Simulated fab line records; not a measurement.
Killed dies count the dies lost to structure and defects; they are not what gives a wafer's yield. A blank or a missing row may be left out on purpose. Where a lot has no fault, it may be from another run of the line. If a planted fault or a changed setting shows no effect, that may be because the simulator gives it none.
fab line records | flow n5Finfet
record: lots: 7 | wafers: 21
route steps=1938 shown BEOL_M8@1342 BEOL_M9@1407 BEOL_M10@1476 BEOL_M11@1539
startH: hours from the record's opening day to when the first of the lot's shown wafers began | waitH: hours elapsed since this lot's preceding step | " same as the row above | L1.1+2: one row covering several wafers at once | - no value, or no start given | * or withheld: withheld | < > ~ a bound
route shown NAME@n: NAME is a module with steps in the file, n the number in the route of the first one | usual: mean/standard deviation of fault-free wafers | same: alike in all rows | chamber/n: place in a boat | sites: each site's reading | _std_site: the values' standard deviation | _edge_site: inner sites' mean taken away from outer sites' mean | radiusMm: for every site, how far away it sits from the centre of the wafer | mask NAME#n: copy n | behind: the most recent tool/chamber to have shaped the wafer | hold: what put the lot on hold/how long, in hours/how the hold closed | device: the transistor (n, p or np) that didn't switch | end of line: the route-end tests of the same wafers | a step without rows: its recipe alone | killed: at the first sort, the dies lost to defects and structure; wafer yield is something else | map: the dies of a wafer, with x for killed, . for not killed, _ for no die there
set.NAME: setting as actually run; set.NAME@STEP: the setting as run at that earlier step | model.NAME: the simulator's own value behind a step, which no gauge read
lots run with intentionally changed settings; tables by step, rows by wafer
== steps ==
step: N5_BEOL_M8_EXPOSE_08
recipe: maskId: M8 | na: 1.35 | sourceShape: dipole | sigmaInner: 0.817 | sigmaOuter: 0.97 | polarization: te | doseMj: 68.25
lot.wafer  | tool           | chamber | startH | waitH | mask | set.doseMj
L074.2+4   | arfiScanner-01 | 0       | 204.85 | -     | M8#0 | 71.98
L074.3     | "              | 0       | "      | "     | M8#0 | 68.25
L076.1     | arfiScanner-03 | 0       | 211.46 | -     | M8#0 | 65.78
L076.2+4   | "              | 0       | "      | "     | M8#0 | 68.25
L081.1+2+4 | arfiScanner-03 | 0       | 253.12 | -     | M8#0 | 68.25
L083.3+4+6 | arfiScanner-01 | 0       | 279.21 | -     | M8#0 | 66.77
L086.2+4   | arfiScanner-03 | 0       | 283.01 | -     | M8#0 | 68.25
L086.5     | "              | 0       | "      | "     | M8#0 | 63.98
L088.1+3+4 | arfiScanner-02 | 0       | 300.61 | -     | M8#0 | 68.25
L090.2     | arfiScanner-01 | 0       | 318.54 | -     | M8#0 | 68.25
L090.3+5   | "              | 0       | "      | "     | M8#0 | 70.13
step: N5_BEOL_M8_PEB_09
recipe: pebTempC: withheld | pebTimeS: 60 | resist: CAR-ArF
step: N5_BEOL_M8_DEVELOP_10
recipe: developTimeS: 30 | developer: TMAH | resist: CAR-ArF | rinseLiquid: diw | dry: airSpin | devTempC: 23
lot.wafer | tool          | chamber | startH | waitH | set.spinRpm@BEOL_M8_COAT_05 | model.CAR-ArF_of_BEOL_M8_COAT_05.thkNm
L074.2    | lithoTrack-02 | 0       | -      | -     | 1500                        | 88.6
L074.3    | "             | 0       | "      | "     | 1646                        | 84.4
L074.4    | "             | 0       | "      | "     | 1646                        | 84.2
L076.1+2  | lithoTrack-04 | 0       | -      | -     | 1412                        | 91.4
L076.4    | "             | 0       | "      | "     | 1412                        | 91.2
L081.1+4  | lithoTrack-04 | 0       | -      | -     | 1500                        | 88.2
L081.2    | "             | 0       | "      | "     | 1500                        | 88.4
L083.3+6  | lithoTrack-02 | 0       | -      | -     | 1500                        | 88.2
L083.4    | "             | 0       | "      | "     | 1370                        | 92.6
L086.2    | lithoTrack-02 | 0       | -      | -     | 1425                        | 90.6
L086.4    | "             | 0       | "      | "     | 1425                        | 90.4
L086.5    | "             | 0       | "      | "     | 1500                        | 88.2
L088.1    | lithoTrack-02 | 0       | -      | -     | 1500                        | 88.2
L088.3    | "             | 0       | "      | "     | 1500                        | 87.8
L088.4    | "             | 0       | "      | "     | 1500                        | 88.4
L090.2    | lithoTrack-04 | 0       | -      | -     | 1426                        | 90.4
L090.3    | "             | 0       | "      | "     | 1500                        | 88.2
L090.5    | "             | 0       | "      | "     | 1426                        | 90.2
step: N5_BEOL_M8_CD_MEAS_11
recipe: targetCdNm: 38.5 | landingEnergyEv: 500 | detector: seInlens | polarity: opening
usual: cdNm: 38.5/0.37
lot.wafer | tool     | chamber | startH | waitH | set.doseMj@BEOL_M8_EXPOSE_08 | cdNm
L074.2    | cdSem-03 | 0       | 204.98 | -     | 71.98                        | 41.3
L074.3    | "        | 0       | "      | "     | 68.25                        | 38.9
L074.4    | "        | 0       | "      | "     | 71.98                        | 41.7
L076.1    | cdSem-02 | 0       | 211.59 | -     | 65.78                        | 36.4
L076.2    | "        | 0       | "      | "     | 68.25                        | 38.1
L076.4    | "        | 0       | "      | "     | 68.25                        | 37.5
L081.1    | cdSem-02 | 0       | 253.24 | -     | 68.25                        | 38.9
L081.2    | "        | 0       | "      | "     | 68.25                        | 38.9
L081.4    | "        | 0       | "      | "     | 68.25                        | 38.8
L083.3    | cdSem-02 | 0       | 279.33 | -     | 66.77                        | 37.2
L083.4    | "        | 0       | "      | "     | 66.77                        | 36.9
L083.6    | "        | 0       | "      | "     | 66.77                        | 37.4
L086.2    | cdSem-02 | 0       | 283.13 | -     | 68.25                        | 39.1
L086.4    | "        | 0       | "      | "     | 68.25                        | 38.0
L086.5    | "        | 0       | "      | "     | 63.98                        | 36.5
L088.1    | cdSem-01 | 0       | 300.74 | -     | 68.25                        | 38.2
L088.3    | "        | 0       | "      | "     | 68.25                        | 38.4
L088.4    | "        | 0       | "      | "     | 68.25                        | 38.4
L090.2    | cdSem-01 | 0       | 318.66 | -     | 68.25                        | 38.2
L090.3    | "        | 0       | "      | "     | 70.13                        | 39.9
L090.5    | "        | 0       | "      | "     | 70.13                        | 40.5
step: N5_BEOL_M8_DESCUM_16
recipe: chemistry: O2 | timeS: 7.9 | sourcePowerW: 50 | biasPowerW: 20 | pressureMtorr: 20 | rfFrequencyHz: 2.712e+07 | tempC: 40 | resist: CAR-ArF | o2FlowSccm: 225
step: N5_BEOL_M8_ETCH_61
recipe: chemistry: CF4 | target: SiARC | targetDepthA: 455 | maskMaterial: CAR-ArF | timeS: 75.8 | ionEnergyEv: 80 | pressureMtorr: 40 | sourceW: 545 | biasW: 36 | Ar_flow_sccm: 100 | cf4FlowSccm: 100 | ends: cleared
lot.wafer  | tool       | chamber | startH | waitH | set.doseMj@BEOL_M8_EXPOSE_08 | model.BEOL_M8.cdOffsetNm
L074.2     | rieDiel-06 | 2       | 205.14 | 0.0   | 71.98                        | 2.6
L074.3     | "          | 3       | "      | "     | 68.25                        | 0.2
L074.4     | "          | 0       | "      | "     | 71.98                        | 3
L076.1     | rieDiel-06 | 3       | 211.97 | 0.0   | 65.78                        | -2
L076.2     | "          | 2       | "      | "     | 68.25                        | -0.4
L076.4     | "          | 1       | "      | "     | 68.25                        | -0.8
L081.1+2   | rieDiel-02 | 0,3     | 253.37 | 0.0   | 68.25                        | 0.2
L081.4     | "          | 1       | "      | "     | 68.25                        | -0.2
L083.3     | rieDiel-06 | 3       | 279.61 | 0.0   | 66.77                        | -1.2
L083.4+6   | "          | 2       | "      | "     | 66.77                        | -1.6
L086.2     | rieDiel-06 | 0       | 283.52 | 0.0   | 68.25                        | 0
L086.4     | "          | 2       | "      | "     | 68.25                        | -0.6
L086.5     | "          | 1       | "      | "     | 63.98                        | -2.2
L088.1+3+4 | rieDiel-02 | 3,2,1   | 301.13 | 0.0   | 68.25                        | -0.2
L090.2     | rieDiel-02 | 0       | 318.78 | 0.0   | 68.25                        | 0
L090.3     | "          | 2       | "      | "     | 70.13                        | 1.2
L090.5     | "          | 1       | "      | "     | 70.13                        | 1.6
step: N5_BEOL_M8_ETCH_62
recipe: chemistry: N2/H2 | target: SOC | targetDepthA: 1100 | overetchA: 220 | maskMaterial: SiARC | tempC: 40 | timeS: 165 | ionEnergyEv: 200 | pressureMtorr: 30 | sourceW: 840 | biasW: 150 | n2FlowSccm: 200 | h2FlowSccm: 200
step: N5_BEOL_M8_STRIP_68
recipe: chemistry: N2/H2 | tempC: 40 | n2FlowSccm: 200 | h2FlowSccm: 200 | rfFrequencyHz: 6e+07
step: N5_BEOL_M8_STRIP_67
recipe: chemistry: CF4 | resist: SiARC | powerW: 300 | biasPowerW: 75 | pressureMtorr: 50 | cf4FlowSccm: 150 | rfFrequencyHz: 6e+07
step: N5_BEOL_M8_HM_OPEN_17
recipe: chemistry: Cl2/BCl3 | targetDepthA: 200 | overetchA: 60 | target: TiN | maskMaterial: SOC | ionEnergyEv: 150 | pressureMtorr: 10 | icpW: 1000 | biasW: 126 | Cl2_flow_sccm: 53.25 | bcl3FlowSccm: 21.75 | Ar_flow_sccm: 25
lot.wafer  | tool        | chamber | startH | waitH | set.doseMj@BEOL_M8_EXPOSE_08 | model.BEOL_M8.cdOffsetNm
L074.2     | rieMetal-03 | 0       | 205.38 | 0.0   | 71.98                        | 2.6
L074.3     | "           | 1       | "      | "     | 68.25                        | 0.4
L074.4     | "           | 0       | "      | "     | 71.98                        | 3
L076.1     | rieMetal-03 | 1       | 212.22 | 0.0   | 65.78                        | -1.8
L076.2     | "           | 0       | "      | "     | 68.25                        | -0.4
L076.4     | "           | 0       | "      | "     | 68.25                        | -0.8
L081.1+4   | rieMetal-02 | 0,1     | 253.61 | 0.0   | 68.25                        | 0
L081.2     | "           | 1       | "      | "     | 68.25                        | 0.2
L083.3+4+6 | rieMetal-01 | 1,0,1   | 279.89 | 0.1   | 66.77                        | -1.6
L086.2     | rieMetal-01 | 0       | 283.76 | 0.0   | 68.25                        | 0.2
L086.4     | "           | 0       | "      | "     | 68.25                        | -0.6
L086.5     | "           | 1       | "      | "     | 63.98                        | -1.8
L088.1     | rieMetal-01 | 1       | 301.37 | 0.0   | 68.25                        | 0
L088.3     | "           | 1       | "      | "     | 68.25                        | -0.2
L088.4     | "           | 0       | "      | "     | 68.25                        | -0.4
L090.2     | rieMetal-02 | 1       | 319.02 | 0.0   | 68.25                        | 0
L090.3+5   | "           | 1,0     | "      | "     | 70.13                        | 1.6
step: N5_BEOL_M8_STRIP_19
recipe: chemistry: O2 | powerW: 400 | tempC: 40 | pressureMtorr: 30 | rfFrequencyHz: 6e+07 | biasPowerW: 0 | overashFraction: 0.2 | o2FlowSccm: 225
step: N5_BEOL_M8_CD_MEAS_18
recipe: pitchNm: 80 | targetCdNm: 40
usual: cdNm: 40.0/0.44
lot.wafer | tool     | chamber | startH | waitH | set.doseMj@BEOL_M8_EXPOSE_08 | cdNm
L074.2    | cdSem-01 | -       | 205.56 | 0.1   | 71.98                        | 42.7
L074.3    | "        | -       | "      | "     | 68.25                        | 40.1
L074.4    | "        | -       | "      | "     | 71.98                        | 43.2
L076.1    | cdSem-02 | -       | 212.49 | 0.0   | 65.78                        | 37.8
L076.2    | "        | -       | "      | "     | 68.25                        | 39.5
L076.4    | "        | -       | "      | "     | 68.25                        | 39.4
L081.1    | cdSem-03 | -       | 253.79 | 0.0   | 68.25                        | 39.9
L081.2    | "        | -       | "      | "     | 68.25                        | 40.4
L081.4    | "        | -       | "      | "     | 68.25                        | 40.0
L083.3    | cdSem-03 | -       | 280.04 | 0.1   | 66.77                        | 38.4
L083.4    | "        | -       | "      | "     | 66.77                        | 38.6
L083.6    | "        | -       | "      | "     | 66.77                        | 38.4
L086.2    | cdSem-02 | -       | 283.96 | 0.1   | 68.25                        | 40.1
L086.4    | "        | -       | "      | "     | 68.25                        | 39.4
L086.5    | "        | -       | "      | "     | 63.98                        | 38.1
L088.1    | cdSem-02 | -       | 301.69 | 0.0   | 68.25                        | 40.0
L088.3    | "        | -       | "      | "     | 68.25                        | 39.8
L088.4    | "        | -       | "      | "     | 68.25                        | 39.6
L090.2    | cdSem-02 | -       | 319.29 | 0.1   | 68.25                        | 39.8
L090.3    | "        | -       | "      | "     | 70.13                        | 41.8
L090.5    | "        | -       | "      | "     | 70.13                        | 41.5
step: N5_BEOL_M8_COAT_63
recipe: resist: SOC | tempC: 250 | timeS: 60 | spinRpm: 1500 | resistThkNm: 60
step: N5_BEOL_M8_COAT_64
recipe: resist: SiARC | tempC: 220 | timeS: 60 | spinRpm: 1500 | resistThkNm: 12
step: N5_BEOL_M8_PRECLEAN_42
recipe: chemistry: residueRemover | timeS: 60 | tempC: 40
step: N5_BEOL_M8_SRD_43
recipe: timeS: 30 | tempC: 23 | rinseLiquid: diw | dry: ipaMarangoni
step: N5_BEOL_M8_CD_MEAS_35
recipe: targetCdNm: 40 | polarity: opening
usual: cdNm: 40.0/0.43
lot.wafer | tool     | chamber | startH | waitH | set.doseMj@BEOL_M8_EXPOSE_08 | cdNm
L074.2    | cdSem-01 | -       | 206.71 | 0.0   | 71.98                        | 42.6
L074.3    | "        | -       | "      | "     | 68.25                        | 39.9
L074.4    | "        | -       | "      | "     | 71.98                        | 43.0
L076.1    | cdSem-01 | -       | 215.65 | 0.0   | 65.78                        | 37.9
L076.2    | "        | -       | "      | "     | 68.25                        | 39.5
L076.4    | "        | -       | "      | "     | 68.25                        | 39.0
L081.1    | cdSem-03 | -       | 257.12 | 0.0   | 68.25                        | 40.0
L081.2    | "        | -       | "      | "     | 68.25                        | 40.3
L081.4    | "        | -       | "      | "     | 68.25                        | 40.1
L083.3    | cdSem-03 | -       | 283.30 | 0.0   | 66.77                        | 39.0
L083.4    | "        | -       | "      | "     | 66.77                        | 38.7
L083.6    | "        | -       | "      | "     | 66.77                        | 38.7
L086.2    | cdSem-03 | -       | 286.07 | 0.0   | 68.25                        | 40.1
L086.4    | "        | -       | "      | "     | 68.25                        | 39.3
L086.5    | "        | -       | "      | "     | 63.98                        | 38.2
L088.1    | cdSem-03 | -       | 302.95 | 0.0   | 68.25                        | 39.5
L088.3    | "        | -       | "      | "     | 68.25                        | 39.8
L088.4    | "        | -       | "      | "     | 68.25                        | 39.7
L090.2    | cdSem-02 | -       | 322.86 | 0.0   | 68.25                        | 39.9
L090.3    | "        | -       | "      | "     | 70.13                        | 41.5
L090.5    | "        | -       | "      | "     | 70.13                        | 41.6
step: N5_BEOL_M9_COAT_60
recipe: resist: SiARC | tempC: 220 | timeS: 60 | spinRpm: 1500 | resistThkNm: 30
lot.wafer  | tool          | chamber | startH | waitH | set.spinRpm | model.SiARC_of_BEOL_M9_COAT_60.thkNm
L074.2+4   | lithoTrack-01 | 0       | -      | -     | 1500        | 30
L074.3     | "             | 0       | "      | "     | 1557        | 29.4
L076.1     | lithoTrack-03 | 0       | -      | -     | 1556        | 29.6
L076.2+4   | "             | 0       | "      | "     | 1500        | 30
L081.1+2+4 | lithoTrack-03 | 0       | -      | -     | 1500        | 30
L083.3     | lithoTrack-05 | 0       | -      | -     | 1500        | 30
L083.4+6   | "             | 0       | "      | "     | 1610        | 28.8
L086.2+5   | lithoTrack-01 | 0       | -      | -     | 1500        | 30
L086.4     | "             | 0       | "      | "     | 1439        | 30.6
L088.1+3   | lithoTrack-03 | 0       | -      | -     | 1500        | 30
L088.4     | "             | 0       | "      | "     | 1577        | 29.2
L090.2     | lithoTrack-01 | 0       | -      | -     | 1500        | 30.2
L090.3     | "             | 0       | "      | "     | 1552        | 29.6
L090.5     | "             | 0       | "      | "     | 1500        | 30
step: N5_BEOL_M9_COAT_05
recipe: resist: CAR-ArF | spinRpm: 1500 | resistThkNm: 90
step: N5_BEOL_M9_EBR_07
recipe: solvent: PGMEA | ebrWidthMm: 1.5
step: N5_BEOL_M9_DESCUM_16
recipe: chemistry: O2 | timeS: 7.9 | sourcePowerW: 50 | biasPowerW: 20 | pressureMtorr: 20 | rfFrequencyHz: 2.712e+07 | tempC: 40 | resist: CAR-ArF | o2FlowSccm: 225
step: N5_BEOL_M9_ETCH_61
recipe: chemistry: CF4 | target: SiARC | targetDepthA: 390 | maskMaterial: CAR-ArF | timeS: 65 | ionEnergyEv: 80 | pressureMtorr: 40 | sourceW: 545 | biasW: 36 | Ar_flow_sccm: 100 | cf4FlowSccm: 100 | ends: cleared
lot.wafer | tool       | chamber | startH | waitH | set.spinRpm@BEOL_M9_COAT_60 | model.etch.depthNm | model.CAR-ArF_of_BEOL_M9_COAT_05.thkNm
L074.2    | rieDiel-04 | 2       | 211.61 | 0.0   | 1500                        | 29.95              | 55.6
L074.3    | "          | 1       | "      | "     | 1557                        | 29.43              | 56.2
L074.4    | "          | 3       | "      | "     | 1500                        | 30.04              | 55.8
L076.1    | rieDiel-04 | 1       | 220.39 | 0.0   | 1556                        | 29.54              | 55.8
L076.2    | "          | 2       | "      | "     | 1500                        | 29.97              | 55.4
L076.4    | "          | 0       | "      | "     | 1500                        | 29.95              | 55.2
L081.1    | rieDiel-05 | 0       | 262.04 | 0.0   | 1500                        | 30                 | 55.8
L081.2+4  | "          | 1,2     | "      | "     | 1500                        | 30.01              | 55.8
L083.3    | rieDiel-03 | 2       | 288.56 | 0.0   | 1500                        | 29.95              | 56
L083.4    | "          | 1       | "      | "     | 1610                        | 28.87              | 56.8
L083.6    | "          | 1       | "      | "     | 1610                        | 28.9               | 56.8
L086.2    | rieDiel-04 | 2       | 294.29 | 0.0   | 1500                        | 30.06              | 55.6
L086.4    | "          | 0       | "      | "     | 1439                        | 30.7               | 55.2
L086.5    | "          | 0       | "      | "     | 1500                        | 29.94              | 56
L088.1    | rieDiel-04 | 0       | 311.75 | 0.0   | 1500                        | 29.99              | 55.8
L088.3    | "          | 1       | "      | "     | 1500                        | 30.04              | 56
L088.4    | "          | 3       | "      | "     | 1577                        | 29.24              | 56.6
L090.2    | rieDiel-04 | 1       | 329.85 | 0.0   | 1500                        | 30.11              | 54.8
L090.3    | "          | 2       | "      | "     | 1552                        | 29.62              | 55.6
L090.5    | "          | 2       | "      | "     | 1500                        | 30.06              | 54.8
step: N5_BEOL_M9_ETCH_62
recipe: chemistry: N2/H2 | target: SOC | targetDepthA: 1100 | overetchA: 220 | maskMaterial: SiARC | tempC: 40 | timeS: 165 | ionEnergyEv: 200 | pressureMtorr: 30 | sourceW: 840 | biasW: 150 | n2FlowSccm: 200 | h2FlowSccm: 200
lot.wafer | tool       | chamber | startH | waitH | set.timeS | set.spinRpm@BEOL_M9_COAT_60 | model.SiARC_of_BEOL_M9_COAT_60.thkNm
L074.2    | rieDiel-04 | 2       | 211.66 | 0.0   | 165       | 1500                        | 23.4
L074.3    | "          | 1       | "      | "     | 165       | 1557                        | 23
L074.4    | "          | 3       | "      | "     | 131       | 1500                        | 25
L076.1    | rieDiel-04 | 1       | 220.44 | 0.0   | 153.2     | 1556                        | 23.4
L076.2    | "          | 2       | "      | "     | 165       | 1500                        | 23.4
L076.4    | "          | 0       | "      | "     | 153.2     | 1500                        | 24
L081.1+2  | rieDiel-05 | 0,1     | 262.09 | 0.0   | 165       | 1500                        | 23.6
L081.4    | "          | 2       | "      | "     | 165       | 1500                        | 23.4
L083.3    | rieDiel-03 | 2       | 288.61 | 0.0   | 165       | 1500                        | 23.4
L083.4    | "          | 1       | "      | "     | 165       | 1610                        | 22.4
L083.6    | "          | 1       | "      | "     | 131.7     | 1610                        | 23.8
L086.2+5  | rieDiel-04 | 2,0     | 294.34 | 0.0   | 135.7     | 1500                        | 24.6
L086.4    | "          | 0       | "      | "     | 165       | 1439                        | 24.4
L088.1    | rieDiel-04 | 0       | 311.80 | 0.0   | 165       | 1500                        | 23.6
L088.3    | "          | 1       | "      | "     | 132.5     | 1500                        | 24.8
L088.4    | "          | 3       | "      | "     | 165       | 1577                        | 23
L090.2    | rieDiel-04 | 1       | 329.90 | 0.0   | 139.2     | 1500                        | 24.6
L090.3    | "          | 2       | "      | "     | 139.2     | 1552                        | 24.2
L090.5    | "          | 2       | "      | "     | 165       | 1500                        | 23.6
step: N5_BEOL_M10_COAT_60
recipe: resist: SiARC | tempC: 220 | timeS: 60 | spinRpm: 1500 | resistThkNm: 30
lot.wafer  | tool          | chamber | startH | waitH | set.spinRpm | model.SiARC_of_BEOL_M10_COAT_60.thkNm
L074.2     | lithoTrack-02 | 0       | -      | -     | 1500        | 30
L074.3     | "             | 0       | "      | "     | 1551        | 29.6
L074.4     | "             | 0       | "      | "     | 1500        | 30.2
L076.1+4   | lithoTrack-03 | 0       | -      | -     | 1500        | 30
L076.2     | "             | 0       | "      | "     | 1640        | 28.6
L081.1+2+4 | lithoTrack-03 | 0       | -      | -     | 1500        | 30.2
L083.3+4   | lithoTrack-02 | 0       | -      | -     | 1500        | 30
L083.6     | "             | 0       | "      | "     | 1431        | 30.6
L086.2+4+5 | lithoTrack-04 | 0       | -      | -     | 1500        | 30
L088.1     | lithoTrack-04 | 0       | -      | -     | 1500        | 30.2
L088.3+4   | "             | 0       | "      | "     | 1548        | 29.6
L090.2+5   | lithoTrack-03 | 0       | -      | -     | 1500        | 30
L090.3     | "             | 0       | "      | "     | 1575        | 29.2
step: N5_BEOL_M10_COAT_05
recipe: resist: CAR-ArF | spinRpm: 1500 | resistThkNm: 90
step: N5_BEOL_M10_EBR_07
recipe: solvent: PGMEA | ebrWidthMm: 1.5
step: N5_BEOL_M10_DESCUM_16
recipe: chemistry: O2 | timeS: 7.9 | sourcePowerW: 50 | biasPowerW: 20 | pressureMtorr: 20 | rfFrequencyHz: 2.712e+07 | tempC: 40 | resist: CAR-ArF | o2FlowSccm: 225
step: N5_BEOL_M10_ETCH_61
recipe: chemistry: CF4 | target: SiARC | targetDepthA: 390 | maskMaterial: CAR-ArF | timeS: 65 | ionEnergyEv: 80 | pressureMtorr: 40 | sourceW: 545 | biasW: 36 | Ar_flow_sccm: 100 | cf4FlowSccm: 100 | ends: cleared
lot.wafer | tool       | chamber | startH | waitH | set.spinRpm@BEOL_M10_COAT_60 | model.etch.depthNm | model.CAR-ArF_of_BEOL_M10_COAT_05.thkNm
L074.2    | rieDiel-06 | 0       | 219.87 | 0.0   | 1500                         | 30.06              | 55.8
L074.3    | "          | 2       | "      | "     | 1551                         | 29.61              | 56.2
L074.4    | "          | 3       | "      | "     | 1500                         | 30.12              | 55.8
L076.1    | rieDiel-02 | 2       | 228.15 | 0.0   | 1500                         | 29.97              | 56
L076.2    | "          | 1       | "      | "     | 1640                         | 28.61              | 57
L076.4    | "          | 3       | "      | "     | 1500                         | 29.95              | 55.8
L081.1    | rieDiel-01 | 1       | 270.46 | 0.0   | 1500                         | 30.14              | 56.2
L081.2    | "          | 3       | "      | "     | 1500                         | 30.16              | 56
L081.4    | "          | 0       | "      | "     | 1500                         | 30.21              | 55.8
L083.3    | rieDiel-01 | 1       | 301.95 | 0.0   | 1500                         | 30.02              | 55.4
L083.4    | "          | 3       | "      | "     | 1500                         | 30.06              | 55.8
L083.6    | "          | 2       | "      | "     | 1431                         | 30.67              | 55.2
L086.2    | rieDiel-02 | 3       | 306.62 | 0.0   | 1500                         | 30.04              | 55.8
L086.4    | "          | 0       | "      | "     | 1500                         | 30.07              | 55.8
L086.5    | "          | 1       | "      | "     | 1500                         | 30.06              | 55.8
L088.1    | rieDiel-01 | 3       | 319.01 | 0.0   | 1500                         | 30.12              | 55.8
L088.3    | "          | 0       | "      | "     | 1548                         | 29.61              | 56.2
L088.4    | "          | 2       | "      | "     | 1548                         | 29.54              | 56.6
L090.2    | rieDiel-06 | 2       | 338.48 | 0.0   | 1500                         | 30.09              | 55.6
L090.3    | "          | 0       | "      | "     | 1575                         | 29.23              | 56.2
L090.5    | "          | 2       | "      | "     | 1500                         | 29.96              | 55.4
step: N5_BEOL_M10_ETCH_62
recipe: chemistry: N2/H2 | target: SOC | targetDepthA: 1100 | overetchA: 220 | maskMaterial: SiARC | tempC: 40 | timeS: 165 | ionEnergyEv: 200 | pressureMtorr: 30 | sourceW: 840 | biasW: 150 | n2FlowSccm: 200 | h2FlowSccm: 200
lot.wafer | tool       | chamber | startH | waitH | set.spinRpm@BEOL_M10_COAT_60 | model.SiARC_of_BEOL_M10_COAT_60.thkNm
L074.2+4  | rieDiel-06 | 0,3     | 219.92 | 0.0   | 1500                         | 23.6
L074.3    | "          | 2       | "      | "     | 1551                         | 23
L076.1    | rieDiel-02 | 2       | 228.20 | 0.0   | 1500                         | 23.6
L076.2    | "          | 1       | "      | "     | 1640                         | 22.2
L076.4    | "          | 3       | "      | "     | 1500                         | 23.4
L081.1    | rieDiel-01 | 1       | 270.51 | 0.0   | 1500                         | 24
L081.2    | "          | 3       | "      | "     | 1500                         | 23.8
L081.4    | "          | 0       | "      | "     | 1500                         | 23.6
L083.3    | rieDiel-01 | 1       | 302.00 | 0.0   | 1500                         | 23.8
L083.4    | "          | 3       | "      | "     | 1500                         | 23.6
L083.6    | "          | 2       | "      | "     | 1431                         | 24.2
L086.2+4  | rieDiel-02 | 3,0     | 306.67 | 0.0   | 1500                         | 23.4
L086.5    | "          | 1       | "      | "     | 1500                         | 23.6
L088.1    | rieDiel-01 | 3       | 319.06 | 0.0   | 1500                         | 23.8
L088.3+4  | "          | 0,2     | "      | "     | 1548                         | 23
L090.2    | rieDiel-06 | 2       | 338.53 | 0.0   | 1500                         | 23.4
L090.3    | "          | 0       | "      | "     | 1575                         | 22.8
L090.5    | "          | 2       | "      | "     | 1500                         | 23.2
step: N5_BEOL_M11_PECVD_70
recipe: material: SiO2 | targetThkA: 200 | tempC: 400 | precursor: TEOS/O2 | pressureTorr: 5.5 | rfW: 450 | teosFlowSccm: 53.8 | gas: O2 | flowSccm: 3000 | timeS: 22.7
lot.wafer  | tool     | chamber | startH | waitH | set.tempC | model.SiO2_of_BEOL_M11_PECVD_70.thkNm
L074.2     | pecvd-04 | 1       | 225.32 | 0.0   | 400       | 19.8
L074.3     | "        | 2       | "      | "     | 400       | 20
L074.4     | "        | 0       | "      | "     | 400       | 20.2
L076.1+4   | pecvd-04 | 0,1     | 233.47 | 0.0   | 404.6     | 19.2
L076.2     | "        | 1       | "      | "     | 400       | 19.6
L081.1     | pecvd-04 | 0       | 277.54 | 0.0   | 400       | 19.8
L081.2     | "        | 2       | "      | "     | 400       | 20
L081.4     | "        | 0       | "      | "     | 400       | 20.4
L083.3+4   | pecvd-04 | 0,1     | 312.73 | 0.0   | 404.5     | 19.4
L083.6     | "        | 0       | "      | "     | 404.5     | 19.8
L086.2     | pecvd-03 | 1       | 315.70 | 0.0   | 394.8     | 20.4
L086.4     | "        | 1       | "      | "     | 394.8     | 20.8
L086.5     | "        | 2       | "      | "     | 400       | 20.2
L088.1+3+4 | pecvd-04 | 0,1,2   | 326.07 | 0.0   | 400       | 19.8
L090.2     | pecvd-03 | 1       | 345.99 | 0.0   | 400       | 20
L090.3     | "        | 2       | "      | "     | 416.2     | 17.8
L090.5     | "        | 1       | "      | "     | 416.2     | 18.2
== key ==
split: step: N5_BEOL_M8_EXPOSE_08 | setting: doseMj | stated: 68.25 | by: wafer
response: step: N5_BEOL_M8_CD_MEAS_11 | reading: cdNm | change: +0.422 | per: 1% | r: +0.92
response: step: N5_BEOL_M8_ETCH_61 | reading: model.BEOL_M8.cdOffsetNm | change: +0.39 | per: 1% | r: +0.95
response: step: N5_BEOL_M8_HM_OPEN_17 | reading: model.BEOL_M8.cdOffsetNm | change: +0.355 | per: 1% | r: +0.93
response: step: N5_BEOL_M8_CD_MEAS_18 | reading: cdNm | change: +0.413 | per: 1% | r: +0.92
response: step: N5_BEOL_M8_CD_MEAS_35 | reading: cdNm | change: +0.386 | per: 1% | r: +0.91
split: step: N5_BEOL_M9_COAT_60 | setting: spinRpm | stated: 1500 | by: wafer
response: step: N5_BEOL_M9_COAT_60 | reading: model.SiARC_of_BEOL_M9_COAT_60.thkNm | change: -0.152 | per: 1% | r: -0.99
response: step: N5_BEOL_M9_ETCH_61 | reading: model.etch.depthNm | change: -0.146 | per: 1% | r: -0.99
response: step: N5_BEOL_M9_ETCH_61 | reading: model.CAR-ArF_of_BEOL_M9_COAT_05.thkNm | change: +0.135 | per: 1% | r: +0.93
response: step: N5_BEOL_M9_ETCH_62 | reading: model.SiARC_of_BEOL_M9_COAT_60.thkNm | slope: -0.139 | per: 1% | togetherWith: timeS@BEOL_M9_ETCH_62 | explained: 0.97
split: step: N5_BEOL_M9_ETCH_62 | setting: timeS | stated: 165 | by: wafer
response: step: N5_BEOL_M9_ETCH_62 | reading: model.SiARC_of_BEOL_M9_COAT_60.thkNm | slope: -0.0636 | per: 1% | togetherWith: spinRpm@BEOL_M9_COAT_60 | explained: 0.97
split: step: N5_BEOL_M10_COAT_60 | setting: spinRpm | stated: 1500 | by: wafer
response: step: N5_BEOL_M10_COAT_60 | reading: model.SiARC_of_BEOL_M10_COAT_60.thkNm | change: -0.151 | per: 1% | r: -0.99
response: step: N5_BEOL_M10_ETCH_61 | reading: model.etch.depthNm | change: -0.148 | per: 1% | r: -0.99
response: step: N5_BEOL_M10_ETCH_61 | reading: model.CAR-ArF_of_BEOL_M10_COAT_05.thkNm | change: +0.122 | per: 1% | r: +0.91
response: step: N5_BEOL_M10_ETCH_62 | reading: model.SiARC_of_BEOL_M10_COAT_60.thkNm | change: -0.139 | per: 1% | r: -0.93
split: step: N5_BEOL_M11_PECVD_70 | setting: tempC | stated: 400 | by: wafer
response: step: N5_BEOL_M11_PECVD_70 | reading: model.SiO2_of_BEOL_M11_PECVD_70.thkNm | change: -0.468 | per: 1% | r: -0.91
split outsideThisFile step=N5_BEOL_M8_COAT_05 setting=spinRpm
split outsideThisFile: this setting was split too, and the file shows its column; the key of that split is in another file
